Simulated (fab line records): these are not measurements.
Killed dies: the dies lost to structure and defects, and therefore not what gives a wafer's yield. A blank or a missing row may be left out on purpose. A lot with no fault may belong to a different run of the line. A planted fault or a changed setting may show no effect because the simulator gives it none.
fab line records -- flow nand-harc -- part 1 of 2: steps 1 to 25 of 36
[record] lots = 5, wafers = 15, last-day = 23
route steps=1159 shown P_GATE@163
lots that met no fault: from a run of the same line without faults
start-h: the number of hours between the record's first day and the start of the first shown wafer of the lot -- wait-h: hours since the lot's step before -- " the same as in the row above -- L1.1+2: one row covering several wafers at once -- - no value, or no start given -- * or withheld: withheld -- < > ~ a bound
route shown NAME@n: a module of which the file shows steps, and the number in the route of the first -- usual: the fault-free wafers' mean and standard deviation -- same: alike in all rows -- chamber/n: place in a boat -- sites: the reading at each site -- _std_site: the standard deviation of these -- _edge_site: the outer-site mean with the inner-site mean subtracted -- radius-mm: how far each site lies from the wafer's centre -- mask NAME#n: copy n -- behind: the most recent tool/chamber to have shaped the wafer -- hold: why the lot was held/for how many hours/how that ended -- device: names the non-switching transistor (n, p or np) -- end of line: at the end of the route, the tests of the same wafers -- a step without rows: its recipe alone -- killed: dies lost to structure and defects at the first sort, not the wafer's yield -- map: per-die view of a wafer (x killed, . not killed, _ where there is no die)
set.NAME: the run value of the setting; set.NAME@STEP: its run value at that earlier step -- model.NAME: the simulator's own value behind a step, which no gauge read
lots seen at some steps along the route; tables by step, rows by wafer
services: a tool's chamber out of use, with start hour (start-h, from the record's first day; less than 0 if before it), hours out, and reason
[[steps]]
[step NHARC_P_GATE_HMDS_39]
[recipe] time-s = 30
[usual] exhaust-pa = 45.0/0.83
[same] time-s = 30
lot.wafer,tool,chamber,start-h,wait-h,exhaust-pa
L074.1,litho-track-05,0,-,-,45.0
L074.2,litho-track-05,0,-,-,46.1
L074.5,litho-track-05,0,-,-,44.8
L075.2,litho-track-07,0,-,-,44.8
L075.3,litho-track-07,0,-,-,45.5
L075.5,litho-track-07,0,-,-,44.6
L081.3,litho-track-03,0,-,-,44.5
L081.4,litho-track-03,0,-,-,45.6
L081.6,litho-track-03,0,-,-,46.3
L080.1,litho-track-03,0,-,-,44.2
L080.4,litho-track-03,0,-,-,44.3
L080.6,litho-track-03,0,-,-,44.7
L089.1,litho-track-03,0,-,-,43.9
L089.2,litho-track-03,0,-,-,44.8
L089.3,litho-track-03,0,-,-,44.0
[step NHARC_P_GATE_COAT_40]
[recipe] spin-rpm = 3000
[usual] exhaust-pa = 44.8/0.86
lot.wafer,tool,chamber,start-h,wait-h,exhaust-pa
L074.1,litho-track-05,0,-,-,44.2
L074.2,litho-track-05,0,-,-,45.4
L074.5,litho-track-05,0,-,-,42.9
L075.2,litho-track-07,0,-,-,44.4
L075.3,litho-track-07,0,-,-,45.0
L075.5,litho-track-07,0,-,-,44.8
L081.3,litho-track-03,0,-,-,45.6
L081.4,litho-track-03,0,-,-,44.2
L081.6,litho-track-03,0,-,-,44.0
L080.1,litho-track-03,0,-,-,44.0
L080.4,litho-track-03,0,-,-,44.3
L080.6,litho-track-03,0,-,-,43.2
L089.1,litho-track-03,0,-,-,46.0
L089.2,litho-track-03,0,-,-,47.0
L089.3,litho-track-03,0,-,-,45.5
[step NHARC_P_GATE_SOFTBAKE_41]
[recipe] temp-c = 122, time-s = 95
[usual] exhaust-pa = 45.1/0.83
[same] time-s = 95
lot.wafer,tool,chamber,start-h,wait-h,exhaust-pa
L074.1,litho-track-05,0,-,-,44.5
L074.2,litho-track-05,0,-,-,44.8
L074.5,litho-track-05,0,-,-,44.6
L075.2,litho-track-07,0,-,-,45.8
L075.3,litho-track-07,0,-,-,45.4
L075.5,litho-track-07,0,-,-,45.6
L081.3,litho-track-03,0,-,-,43.6
L081.4,litho-track-03,0,-,-,43.9
L081.6,litho-track-03,0,-,-,44.1
L080.1,litho-track-03,0,-,-,44.5
L080.4,litho-track-03,0,-,-,45.8
L080.6,litho-track-03,0,-,-,46.1
L089.1,litho-track-03,0,-,-,45.3
L089.2,litho-track-03,0,-,-,45.5
L089.3,litho-track-03,0,-,-,45.4
[step NHARC_P_GATE_EBR_42]
[usual] exhaust-pa = 44.8/0.95
lot.wafer,tool,chamber,start-h,wait-h,exhaust-pa
L074.1,litho-track-05,0,-,-,43.4
L074.2,litho-track-05,0,-,-,45.6
L074.5,litho-track-05,0,-,-,46.4
L075.2,litho-track-07,0,-,-,43.6
L075.3,litho-track-07,0,-,-,43.7
L075.5,litho-track-07,0,-,-,43.2
L081.3,litho-track-03,0,-,-,45.2
L081.4,litho-track-03,0,-,-,44.5
L081.6,litho-track-03,0,-,-,45.8
L080.1,litho-track-03,0,-,-,42.4
L080.4,litho-track-03,0,-,-,42.0
L080.6,litho-track-03,0,-,-,43.1
L089.1,litho-track-03,0,-,-,46.5
L089.2,litho-track-03,0,-,-,45.4
L089.3,litho-track-03,0,-,-,45.9
[step NHARC_P_GATE_EXPOSE_43]
[recipe] na = 0.6, target-cd-nm = 720, dose-mj = 14.81, mask-id = P_NSD
lot.wafer,tool,chamber,start-h,wait-h,mask
L074.1+2+5,krf-scanner-03,0,101.18,-,P_NSD#0
L075.2+3+5,krf-scanner-04,0,111.58,-,P_NSD#0
L081.3+4+6,krf-scanner-03,0,139.63,-,P_NSD#0
L080.1+4+6,krf-scanner-04,0,140.28,-,P_NSD#0
L089.1+2+3,krf-scanner-04,0,195.82,-,P_NSD#0
[step NHARC_P_GATE_PEB_44]
[recipe] peb-temp-c = 118, peb-time-s = 85
[usual] exhaust-pa = 45.0/0.86
lot.wafer,tool,chamber,start-h,wait-h,exhaust-pa
L074.1,litho-track-05,0,101.24,0.1,45.0
L074.2,litho-track-05,0,101.24,0.1,45.2
L074.5,litho-track-05,0,101.24,0.1,44.7
L075.2,litho-track-07,0,111.64,0.1,45.0
L075.3,litho-track-07,0,111.64,0.1,45.4
L075.5,litho-track-07,0,111.64,0.1,44.5
L081.3,litho-track-07,0,139.69,0.1,45.8
L081.4,litho-track-07,0,139.69,0.1,43.9
L081.6,litho-track-07,0,139.69,0.1,45.8
L080.1,litho-track-03,0,140.35,0.1,43.9
L080.4,litho-track-03,0,140.35,0.1,45.0
L080.6,litho-track-03,0,140.35,0.1,45.0
L089.1,litho-track-05,0,195.88,0.1,44.0
L089.2,litho-track-05,0,195.88,0.1,45.7
L089.3,litho-track-05,0,195.88,0.1,44.9
[step NHARC_P_GATE_DEVELOP_45]
[recipe] time-s = 70
[usual] exhaust-pa = 45.3/0.86
[same] time-s = 70
lot.wafer,tool,chamber,start-h,wait-h,exhaust-pa
L074.1,litho-track-05,0,-,-,44.3
L074.2,litho-track-05,0,-,-,45.1
L074.5,litho-track-05,0,-,-,44.5
L075.2,litho-track-07,0,-,-,45.1
L075.3,litho-track-07,0,-,-,45.9
L075.5,litho-track-07,0,-,-,45.6
L081.3,litho-track-07,0,-,-,46.0
L081.4,litho-track-07,0,-,-,45.5
L081.6,litho-track-07,0,-,-,46.6
L080.1,litho-track-03,0,-,-,44.9
L080.4,litho-track-03,0,-,-,44.3
L080.6,litho-track-03,0,-,-,45.8
L089.1,litho-track-05,0,-,-,45.8
L089.2,litho-track-05,0,-,-,45.7
L089.3,litho-track-05,0,-,-,45.4
[step NHARC_P_GATE_CD_MEAS_46]
[recipe] target-cd-nm = 720, landing-energy-ev = 500
[usual] cd-nm = 721.4/1.7
lot.wafer,tool,chamber,start-h,wait-h,cd-nm
L074.1,cd-sem-01,0,101.33,-,717.7
L074.2,cd-sem-01,0,101.33,-,721.4
L074.5,cd-sem-01,0,101.33,-,720.7
L075.2,cd-sem-01,0,111.73,-,722.6
L075.3,cd-sem-01,0,111.73,-,720.6
L075.5,cd-sem-01,0,111.73,-,718.9
L081.3,cd-sem-03,0,139.78,-,719.6
L081.4,cd-sem-03,0,139.78,-,722.7
L081.6,cd-sem-03,0,139.78,-,719.8
L080.1,cd-sem-01,0,140.44,-,721.1
L080.4,cd-sem-01,0,140.44,-,721.6
L080.6,cd-sem-01,0,140.44,-,723.2
L089.1,cd-sem-02,0,195.97,-,720.3
L089.2,cd-sem-02,0,195.97,-,718.5
L089.3,cd-sem-02,0,195.97,-,722.6
[step NHARC_P_GATE_HARDBAKE_47]
[recipe] temp-c = 125, time-s = 80
[usual] exhaust-pa = 45.1/0.92
[same] time-s = 80
lot.wafer,tool,chamber,start-h,wait-h,exhaust-pa
L074.1,litho-track-03,0,101.41,-,44.2
L074.2,litho-track-03,0,101.41,-,45.7
L074.5,litho-track-03,0,101.41,-,45.2
L075.2,litho-track-05,0,111.81,-,43.9
L075.3,litho-track-05,0,111.81,-,45.1
L075.5,litho-track-05,0,111.81,-,45.2
L081.3,litho-track-05,0,139.86,-,44.4
L081.4,litho-track-05,0,139.86,-,46.0
L081.6,litho-track-05,0,139.86,-,45.9
L080.1,litho-track-03,0,140.52,-,47.0
L080.4,litho-track-03,0,140.52,-,44.9
L080.6,litho-track-03,0,140.52,-,44.6
L089.1,litho-track-03,0,196.05,-,46.1
L089.2,litho-track-03,0,196.05,-,46.0
L089.3,litho-track-03,0,196.05,-,45.0
[step NHARC_P_GATE_DESCUM_48]
[recipe] time-s = 3, o2-flow-sccm = 200, ar-flow-sccm = 0, bias-power-w = 0, chemistry = O2
[usual] drypump-motor-current-A = 5.5/0.32, oes-product-au = 1.002/0.0085, rf-vpp-V = 57.8/0.9, showerhead-plenum-p-Torr = 1.90/0.091, throttle-valve-pct = 11.312/0.0088
[same] time-s = 3
lot.wafer,tool,chamber,start-h,wait-h,drypump-motor-current-A,oes-product-au,rf-hours-counter-h,rf-vpp-V,showerhead-plenum-p-Torr,throttle-valve-pct
L074.1,rie-diel-09,3,101.49,-,5.4,0.991,6,57.0,1.96,11.309
L074.2,rie-diel-09,2,101.49,-,6.4,1.006,6,57.7,2.00,11.298
L074.5,rie-diel-09,3,101.49,-,5.4,0.990,-,56.5,1.96,11.301
L075.3,rie-diel-10,1,111.89,-,5.4,1.010,43,58.9,2.01,11.323
L075.2,rie-diel-10,2,111.89,-,5.7,1.004,41,57.5,1.81,11.317
L075.5,rie-diel-10,2,111.89,-,5.7,1.005,-,58.4,1.81,11.304
L081.4,rie-diel-10,1,139.96,-,5.4,1.008,52,58.9,2.01,11.310
L081.3,rie-diel-10,2,139.96,-,5.7,0.997,49,57.0,1.80,11.328
L081.6,rie-diel-10,0,139.96,-,5.3,0.987,-,58.7,1.95,11.305
L080.1,rie-diel-10,2,140.62,-,5.7,1.004,49,57.2,1.80,11.325
L080.4,rie-diel-10,3,140.62,-,5.4,1.006,50,57.9,1.96,11.300
L080.6,rie-diel-10,0,140.62,-,5.3,0.999,-,58.9,1.95,11.303
L089.3,rie-diel-10,1,196.22,-,5.4,0.998,4,57.7,2.00,11.311
L089.1,rie-diel-10,2,196.22,-,5.7,0.996,4,58.1,1.80,11.318
L089.2,rie-diel-10,3,196.22,-,5.4,0.998,4,58.4,1.96,11.325
[step NHARC_P_GATE_IMPLANT_49]
[recipe] energy-kev = 30, dose-cm2 = 3e+15, tilt-deg = 7
[usual] tilt-deg = 7.001/0.018
lot.wafer,tool,chamber,start-h,wait-h,tilt-deg
L074.1,implanter-02,0,101.64,0.1,6.969
L074.2,implanter-02,0,101.64,0.1,7.002
L074.5,implanter-02,0,101.64,0.1,6.995
L075.2,implanter-01,0,112.07,0.2,7.006
L075.3,implanter-01,0,112.07,0.2,6.977
L075.5,implanter-01,0,112.07,0.2,6.986
L081.3,implanter-02,0,140.14,0.2,7.023
L081.4,implanter-02,0,140.14,0.2,7.004
L081.6,implanter-02,0,140.14,0.2,6.992
L080.1,implanter-01,0,140.75,0.1,7.009
L080.4,implanter-01,0,140.75,0.1,7.020
L080.6,implanter-01,0,140.75,0.1,7.027
L089.1,implanter-01,0,196.36,0.1,7.018
L089.2,implanter-01,0,196.36,0.1,7.001
L089.3,implanter-01,0,196.36,0.1,6.996
[step NHARC_P_GATE_STRIP_111]
[recipe] power-w = 1500, temp-c = 110, time-s = 250, chemistry = N2/H2
[usual] drypump-motor-current-A = 5.8/0.59, heater-power-w = 90/9.2, temp-c = 110.01/0.13
[same] time-s = 250
lot.wafer,tool,chamber,start-h,wait-h,drypump-motor-current-A,heater-power-w,rf-hours-counter-h,temp-c
L074.1,plasma-asher-02,0,101.95,0.3,6.6,88,28,110.00
L074.2,plasma-asher-02,1,101.95,0.3,5.0,79,28,110.00
L074.5,plasma-asher-02,0,101.95,0.3,6.6,88,-,109.95
L075.2,plasma-asher-02,1,112.31,0.2,4.9,81,35,110.17
L075.3,plasma-asher-02,1,112.31,0.2,5.0,81,-,109.85
L075.5,plasma-asher-02,0,112.31,0.2,6.6,87,-,110.17
L081.4,plasma-asher-02,1,140.43,0.2,5.0,79,-,110.13
L081.3,plasma-asher-02,0,140.43,0.2,6.6,89,-,110.13
L081.6,plasma-asher-02,1,140.43,0.2,4.9,79,-,110.07
L080.1,plasma-asher-01,1,140.97,0.2,6.1,86,8,109.95
L080.4,plasma-asher-01,0,140.97,0.2,5.5,107,-,109.90
L080.6,plasma-asher-01,1,140.97,0.2,6.0,87,-,109.95
L089.2,plasma-asher-01,0,196.58,0.2,5.6,99,30,109.92
L089.1,plasma-asher-01,1,196.58,0.2,6.0,89,30,110.04
L089.3,plasma-asher-01,1,196.58,0.2,6.1,87,-,110.25
[step NHARC_P_GATE_STRIP_75]
[recipe] power-w = 1500, temp-c = 250, chemistry = O2
[usual] drypump-motor-current-A = 5.8/0.6, heater-power-w = 338/34, temp-c = 250.05/0.16
lot.wafer,tool,chamber,start-h,wait-h,drypump-motor-current-A,heater-power-w,rf-hours-counter-h,temp-c
L074.1,plasma-asher-02,0,102.25,0.3,6.6,335,29,249.96
L074.2,plasma-asher-02,1,102.25,0.3,5.0,298,29,249.95
L074.5,plasma-asher-02,0,102.25,0.3,6.6,336,-,249.95
L075.2,plasma-asher-02,1,112.57,0.2,5.0,298,35,250.12
L075.3,plasma-asher-02,1,112.57,0.2,5.0,300,-,249.92
L075.5,plasma-asher-02,0,112.57,0.2,6.6,339,-,250.09
L081.4,plasma-asher-02,1,140.66,0.2,4.9,298,-,249.85
L081.3,plasma-asher-02,0,140.66,0.2,6.6,330,-,249.94
L081.6,plasma-asher-02,1,140.66,0.2,4.9,302,-,249.89
L080.1,plasma-asher-01,1,141.28,0.3,6.1,327,8,250.32
L080.4,plasma-asher-01,0,141.28,0.3,5.5,387,-,249.85
L080.6,plasma-asher-01,1,141.28,0.3,6.1,328,-,249.89
L089.2,plasma-asher-01,0,196.88,0.2,5.5,387,31,250.27
L089.1,plasma-asher-01,1,196.88,0.2,6.0,319,31,250.11
L089.3,plasma-asher-01,1,196.88,0.2,6.0,323,-,250.31
[step NHARC_P_GATE_STRIP_50]
[recipe] time-s = 900, temp-c = 130, chemistry = SPM
[usual] temp-c = 129.99/0.15
[same] time-s = 900
lot.wafer,tool,chamber,start-h,wait-h,temp-c
L074.2,wet-bench-02,3,102.41,0.1,129.89
L074.5,wet-bench-02,4,102.41,0.1,129.93
L074.1,wet-bench-02,6,102.41,0.1,130.10
L075.3,wet-bench-07,7,112.71,0.1,129.77
L075.2,wet-bench-07,1,112.71,0.1,130.01
L075.5,wet-bench-07,3,112.71,0.1,130.07
L081.6,wet-bench-07,6,140.81,0.1,129.89
L081.3,wet-bench-07,0,140.81,0.1,129.86
L081.4,wet-bench-07,2,140.81,0.1,130.00
L080.4,wet-bench-04,7,141.43,0.1,129.90
L080.6,wet-bench-04,0,141.43,0.1,129.87
L080.1,wet-bench-04,3,141.43,0.1,129.76
L089.1,wet-bench-07,2,197.02,0.1,129.74
L089.3,wet-bench-07,4,197.02,0.1,130.14
L089.2,wet-bench-07,7,197.02,0.1,130.30
[step NHARC_P_GATE_DEHYDRATE_51]
[recipe] temp-c = 150, time-s = 120
[usual] exhaust-pa = 45.0/0.86
[same] time-s = 120
lot.wafer,tool,chamber,start-h,wait-h,exhaust-pa
L074.1,litho-track-03,0,102.76,-,44.8
L074.2,litho-track-03,0,102.76,-,47.2
L074.5,litho-track-03,0,102.76,-,46.0
L075.2,litho-track-05,0,113.11,-,45.2
L075.3,litho-track-05,0,113.11,-,43.9
L075.5,litho-track-05,0,113.11,-,43.1
L081.3,litho-track-03,0,141.15,-,46.0
L081.4,litho-track-03,0,141.15,-,46.0
L081.6,litho-track-03,0,141.15,-,44.9
L080.1,litho-track-05,0,141.77,-,43.1
L080.4,litho-track-05,0,141.77,-,43.7
L080.6,litho-track-05,0,141.77,-,45.1
L089.1,litho-track-07,0,197.37,-,45.7
L089.2,litho-track-07,0,197.37,-,44.7
L089.3,litho-track-07,0,197.37,-,45.2
[step NHARC_P_GATE_HMDS_52]
[recipe] time-s = 30
[usual] exhaust-pa = 45.1/0.88
[same] time-s = 30
lot.wafer,tool,chamber,start-h,wait-h,exhaust-pa
L074.1,litho-track-03,0,-,-,45.1
L074.2,litho-track-03,0,-,-,46.2
L074.5,litho-track-03,0,-,-,44.1
L075.2,litho-track-05,0,-,-,46.0
L075.3,litho-track-05,0,-,-,45.2
L075.5,litho-track-05,0,-,-,43.9
L081.3,litho-track-03,0,-,-,45.4
L081.4,litho-track-03,0,-,-,45.8
L081.6,litho-track-03,0,-,-,45.5
L080.1,litho-track-05,0,-,-,43.5
L080.4,litho-track-05,0,-,-,44.1
L080.6,litho-track-05,0,-,-,44.8
L089.1,litho-track-07,0,-,-,45.0
L089.2,litho-track-07,0,-,-,45.8
L089.3,litho-track-07,0,-,-,43.9
[step NHARC_P_GATE_COAT_53]
[recipe] spin-rpm = 3000
[usual] exhaust-pa = 44.9/0.84
lot.wafer,tool,chamber,start-h,wait-h,exhaust-pa
L074.1,litho-track-03,0,-,-,46.0
L074.2,litho-track-03,0,-,-,45.1
L074.5,litho-track-03,0,-,-,46.4
L075.2,litho-track-05,0,-,-,45.0
L075.3,litho-track-05,0,-,-,44.5
L075.5,litho-track-05,0,-,-,44.8
L081.3,litho-track-03,0,-,-,44.8
L081.4,litho-track-03,0,-,-,43.9
L081.6,litho-track-03,0,-,-,44.8
L080.1,litho-track-05,0,-,-,45.8
L080.4,litho-track-05,0,-,-,46.2
L080.6,litho-track-05,0,-,-,45.0
L089.1,litho-track-07,0,-,-,44.4
L089.2,litho-track-07,0,-,-,44.1
L089.3,litho-track-07,0,-,-,44.6
[step NHARC_P_GATE_SOFTBAKE_54]
[recipe] temp-c = 122, time-s = 95
[usual] exhaust-pa = 45.0/0.91
[same] time-s = 95
lot.wafer,tool,chamber,start-h,wait-h,exhaust-pa
L074.1,litho-track-03,0,-,-,45.1
L074.2,litho-track-03,0,-,-,44.8
L074.5,litho-track-03,0,-,-,45.3
L075.2,litho-track-05,0,-,-,44.7
L075.3,litho-track-05,0,-,-,45.0
L075.5,litho-track-05,0,-,-,45.9
L081.3,litho-track-03,0,-,-,45.3
L081.4,litho-track-03,0,-,-,45.1
L081.6,litho-track-03,0,-,-,45.4
L080.1,litho-track-05,0,-,-,45.6
L080.4,litho-track-05,0,-,-,43.7
L080.6,litho-track-05,0,-,-,44.0
L089.1,litho-track-07,0,-,-,44.6
L089.2,litho-track-07,0,-,-,44.2
L089.3,litho-track-07,0,-,-,43.9
[step NHARC_P_GATE_EBR_55]
[usual] exhaust-pa = 45.2/0.97
lot.wafer,tool,chamber,start-h,wait-h,exhaust-pa
L074.1,litho-track-03,0,-,-,45.1
L074.2,litho-track-03,0,-,-,43.7
L074.5,litho-track-03,0,-,-,44.6
L075.2,litho-track-05,0,-,-,45.9
L075.3,litho-track-05,0,-,-,45.1
L075.5,litho-track-05,0,-,-,46.3
L081.3,litho-track-03,0,-,-,46.1
L081.4,litho-track-03,0,-,-,45.1
L081.6,litho-track-03,0,-,-,45.0
L080.1,litho-track-05,0,-,-,44.3
L080.4,litho-track-05,0,-,-,46.4
L080.6,litho-track-05,0,-,-,44.6
L089.1,litho-track-07,0,-,-,44.3
L089.2,litho-track-07,0,-,-,44.2
L089.3,litho-track-07,0,-,-,45.7
[step NHARC_P_GATE_EXPOSE_56]
[recipe] na = 0.6, target-cd-nm = 720, dose-mj = 14.81, mask-id = P_PSD
lot.wafer,tool,chamber,start-h,wait-h,mask
L074.1+2+5,krf-scanner-01,0,103.03,-,P_PSD#0
L075.2+3+5,krf-scanner-03,0,113.38,-,P_PSD#0
L081.3+4+6,krf-scanner-03,0,141.43,-,P_PSD#0
L080.1+4+6,krf-scanner-01,0,142.04,-,P_PSD#0
L089.1+2+3,krf-scanner-01,0,197.64,-,P_PSD#0
[step NHARC_P_GATE_PEB_57]
[recipe] peb-temp-c = 118, peb-time-s = 85
[usual] exhaust-pa = 45.2/0.86
lot.wafer,tool,chamber,start-h,wait-h,exhaust-pa
L074.1,litho-track-05,0,103.09,0.1,45.6
L074.2,litho-track-05,0,103.09,0.1,46.0
L074.5,litho-track-05,0,103.09,0.1,45.8
L075.2,litho-track-07,0,113.44,0.1,45.7
L075.3,litho-track-07,0,113.44,0.1,44.8
L075.5,litho-track-07,0,113.44,0.1,45.2
L081.3,litho-track-07,0,141.49,0.1,45.8
L081.4,litho-track-07,0,141.49,0.1,45.9
L081.6,litho-track-07,0,141.49,0.1,45.7
L080.1,litho-track-07,0,142.11,0.1,45.0
L080.4,litho-track-07,0,142.11,0.1,45.9
L080.6,litho-track-07,0,142.11,0.1,46.9
L089.1,litho-track-03,0,197.71,0.1,44.3
L089.2,litho-track-03,0,197.71,0.1,43.9
L089.3,litho-track-03,0,197.71,0.1,44.6
[step NHARC_P_GATE_DEVELOP_58]
[recipe] time-s = 70
[usual] exhaust-pa = 45.2/0.86
[same] time-s = 70
lot.wafer,tool,chamber,start-h,wait-h,exhaust-pa
L074.1,litho-track-05,0,-,-,46.1
L074.2,litho-track-05,0,-,-,45.9
L074.5,litho-track-05,0,-,-,46.1
L075.2,litho-track-07,0,-,-,46.5
L075.3,litho-track-07,0,-,-,43.8
L075.5,litho-track-07,0,-,-,43.9
L081.3,litho-track-07,0,-,-,45.3
L081.4,litho-track-07,0,-,-,45.0
L081.6,litho-track-07,0,-,-,44.8
L080.1,litho-track-07,0,-,-,45.3
L080.4,litho-track-07,0,-,-,44.7
L080.6,litho-track-07,0,-,-,45.1
L089.1,litho-track-03,0,-,-,45.0
L089.2,litho-track-03,0,-,-,44.7
L089.3,litho-track-03,0,-,-,45.0
[step NHARC_P_GATE_CD_MEAS_59]
[recipe] target-cd-nm = 720, landing-energy-ev = 500
[usual] cd-nm = 720.2/2.4
lot.wafer,tool,chamber,start-h,wait-h,cd-nm
L074.1,cd-sem-01,0,103.18,-,719.1
L074.2,cd-sem-01,0,103.18,-,721.2
L074.5,cd-sem-01,0,103.18,-,721.4
L075.2,cd-sem-03,0,113.54,-,723.6
L075.3,cd-sem-03,0,113.54,-,723.7
L075.5,cd-sem-03,0,113.54,-,723.4
L081.3,cd-sem-01,0,141.58,-,723.1
L081.4,cd-sem-01,0,141.58,-,722.8
L081.6,cd-sem-01,0,141.58,-,723.0
L080.1,cd-sem-01,0,142.20,-,723.4
L080.4,cd-sem-01,0,142.20,-,724.5
L080.6,cd-sem-01,0,142.20,-,722.9
L089.1,cd-sem-02,0,197.80,-,718.6
L089.2,cd-sem-02,0,197.80,-,720.6
L089.3,cd-sem-02,0,197.80,-,720.3
[step NHARC_P_GATE_HARDBAKE_60]
[recipe] temp-c = 125, time-s = 80
[usual] exhaust-pa = 45.1/0.89
[same] time-s = 80
lot.wafer,tool,chamber,start-h,wait-h,exhaust-pa
L074.1,litho-track-03,0,103.26,-,44.6
L074.2,litho-track-03,0,103.26,-,44.6
L074.5,litho-track-03,0,103.26,-,45.2
L075.2,litho-track-03,0,113.62,-,44.9
L075.3,litho-track-03,0,113.62,-,47.2
L075.5,litho-track-03,0,113.62,-,43.9
L081.3,litho-track-03,0,141.66,-,44.1
L081.4,litho-track-03,0,141.66,-,43.3
L081.6,litho-track-03,0,141.66,-,44.2
L080.1,litho-track-03,0,142.29,-,44.6
L080.4,litho-track-03,0,142.29,-,45.3
L080.6,litho-track-03,0,142.29,-,45.4
L089.1,litho-track-05,0,197.88,-,45.4
L089.2,litho-track-05,0,197.88,-,45.7
L089.3,litho-track-05,0,197.88,-,46.3
[step NHARC_P_GATE_DESCUM_61]
[recipe] time-s = 3, o2-flow-sccm = 200, ar-flow-sccm = 0, bias-power-w = 0, chemistry = O2
[usual] drypump-motor-current-A = 5.5/0.33, oes-product-au = 1.001/0.0096, rf-vpp-V = 57.7/0.93, showerhead-plenum-p-Torr = 1.88/0.093, throttle-valve-pct = 11.311/0.0094
[same] time-s = 3
lot.wafer,tool,chamber,start-h,wait-h,drypump-motor-current-A,oes-product-au,rf-hours-counter-h,rf-vpp-V,showerhead-plenum-p-Torr,throttle-valve-pct
L074.2,rie-diel-10,1,103.36,-,5.3,0.993,38,57.8,2.01,11.306
L074.1,rie-diel-10,2,103.36,-,5.7,1.004,37,57.3,1.81,11.311
L074.5,rie-diel-10,1,103.36,-,5.3,1.004,-,58.7,2.01,11.305
L075.2,rie-diel-09,3,113.69,-,5.4,0.990,12,58.2,1.96,11.297
L075.3,rie-diel-09,1,113.69,-,5.0,1.002,11,58.7,1.85,11.312
L075.5,rie-diel-09,0,113.69,-,5.4,1.001,-,57.4,1.78,11.298
L081.3,rie-diel-09,1,141.78,-,5.0,1.001,20,57.6,1.85,11.298
L081.4,rie-diel-09,3,141.78,-,5.4,0.988,-,58.0,1.95,11.307
L081.6,rie-diel-09,0,141.78,-,5.4,1.004,-,56.6,1.78,11.306
L080.1,rie-diel-11,0,142.39,-,5.2,1.005,23,57.1,1.99,11.318
L080.4,rie-diel-11,2,142.39,-,5.9,1.003,25,58.2,1.80,11.316
L080.6,rie-diel-11,0,142.39,-,5.2,1.002,-,57.2,1.99,11.309
L089.3,rie-diel-10,1,197.97,-,5.4,1.006,4,57.3,2.00,11.325
L089.1,rie-diel-10,2,197.97,-,5.7,1.005,4,57.0,1.80,11.301
L089.2,rie-diel-10,3,197.97,-,5.4,1.001,4,57.9,1.96,11.296
